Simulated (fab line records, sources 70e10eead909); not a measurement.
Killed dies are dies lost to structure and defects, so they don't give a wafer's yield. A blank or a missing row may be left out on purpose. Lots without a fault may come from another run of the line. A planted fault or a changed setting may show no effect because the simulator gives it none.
A struck lot beside a sound one | flow nand_harc | 13 steps out of a route of 1302
Sound: wafers L675.1, L675.3, L675.6. Struck: wafers L685.1, L685.6. (L685.2 of the same lot was not struck and is left out.) The cause comes at the end.
At each step with rows: each side's tool, then ch and its chambers, then its first start. Under that, the readings that differ: sound wafers | struck wafers | difference of the means | sigmas: that difference in standard deviations of wafers without a fault.
alike: readings whose means differ by less than 2 such deviations, and words and numbers that are the same on both sides. not compared: withheld readings, readings that some wafer has no value for, bounds like >300 that may hide the same value, and numbers for which the record gives no deviation and whose values overlap.
The two part at a step that has a row with sigmas, a row that says differs or no value, or rows on one side only. Numbers that don't overlap but have no deviation are shown without sigmas and don't part them. A reading that every wafer of one side lacks parts them only if that side has two wafers or more.

first, 10 steps without rows for these wafers: NHARC_A_STAIRCASE_SRD_208; NHARC_A_STAIRCASE_DEHYDRATE_209 (time 120 s); NHARC_A_STAIRCASE_HMDS_210 (time 30 s); NHARC_A_STAIRCASE_COAT_211; NHARC_A_STAIRCASE_SOFTBAKE_212 (time 170 s); NHARC_A_STAIRCASE_EBR_213; NHARC_A_STAIRCASE_EXPOSE_214 (exposes mask STAIR 3); NHARC_A_STAIRCASE_PEB_215 (peb time 130 s); NHARC_A_STAIRCASE_DEVELOP_216 (time 140 s); NHARC_A_STAIRCASE_HARDBAKE_218 (time 140 s).
NHARC_A_STAIRCASE_DESCUM_219: chemistry O2, time 3 s.
  sound on rie_diel-05 ch 0,2,3, day 15 20:35; struck on rie_diel-05 ch 2,3, day 20 17:59
  alike: drypump_motor_current_A, oes_product_au, rf_vpp_V, showerhead_plenum_p_Torr, throttle_valve_pct
  not compared: rf_hours_counter_h
NHARC_A_STAIRCASE_TRIM_220: chemistry O2, time 211.2 s.
  sound on rie_diel-05 ch 0,1, day 15 20:42; struck on rie_diel-05 ch 0, day 20 18:03
  reading               | sound             | struck      | difference | sigmas
  oes_product_au (a.u.) | 0.994 1.007 1.014 | 0.748 0.752 | -0.255     | -27
  alike: drypump_motor_current_A, rf_vpp_V, showerhead_plenum_p_Torr, throttle_valve_pct
  not compared: rf_hours_counter_h
NHARC_A_STAIRCASE_ETCH_221: etches the open film in C4F8/O2, target depth 100 nm, time 40.5 s.
  sound on rie_diel-05 ch 0,3; struck on rie_diel-05 ch 2,3
  alike: oes_product_au, rf_vpp_V
  not compared: rf_hours_counter_h

WHERE THEY PART
Only at NHARC_A_STAIRCASE_TRIM_220, within this record. Later steps at which nothing parts them and some readings are alike: NHARC_A_STAIRCASE_ETCH_221.

WHY: what the simulator had put in
Process parameter drift: rie_diel-05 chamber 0, from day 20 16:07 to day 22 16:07, at NHARC_A_STAIRCASE_TRIM_220. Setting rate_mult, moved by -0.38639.
